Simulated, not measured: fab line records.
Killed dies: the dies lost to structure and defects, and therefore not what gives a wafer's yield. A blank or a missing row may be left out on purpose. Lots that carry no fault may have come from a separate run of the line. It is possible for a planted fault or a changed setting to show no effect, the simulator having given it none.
Chamber matching | flow nand_harc | 4 sister chambers for NHARC_HYBRID_BOND_ACTIVATE_00 on rie_diel-03
The step chemistry N2, time 60 s. 4 wafers are shown with their chamber, then 8 later ones without.

== WAFERS PAIRED WITH THEIR CHAMBERS ==
wafer  | chamber | drypump_motor_current_A (A)
L296.4 | 0       | 5.7
L305.1 | 2       | 5.9
L305.2 | 1       | 6.6
L309.2 | 3       | 6.2

== WAFERS WHOSE CHAMBER IS MISSING ==
wafer  | drypump_motor_current_A (A)
L309.3 | 5.9
L309.6 | 5.8
L311.3 | 6.6
L311.5 | 6.6
L311.6 | 5.7
L312.1 | 6.2
L312.4 | 6.0
L312.5 | 5.7

== THE CHAMBER EACH PASSED THROUGH ==
wafer  | from the rows above     | in truth
L309.3 | 2                       | 2
L309.6 | can't be placed: 0 or 2 | 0
L311.3 | 1                       | 1
L311.5 | 1                       | 1
L311.6 | 0                       | 0
L312.1 | 3                       | 3
L312.4 | 2                       | 2
L312.5 | 0                       | 0
7 of 8 placed correctly. These rows do not allow placing 1 (true chamber among the candidates in 1). Placed wrongly: 0.
How it was worked out, from the rows above alone: a wafer's distance from a chamber is the root of the sum, over the readings, of the square of ((its reading less the chamber's mean) divided by the reading's scatter). The wafer belongs to the nearest chamber; if the next one is less than 2 further off, it can't be placed. For every chamber, the mean is computed from those of its wafers that are shown. The scatter (one wafer shown for each chamber): square how far every hidden wafer sits from the nearest shown wafer, average those squares and take the square root.
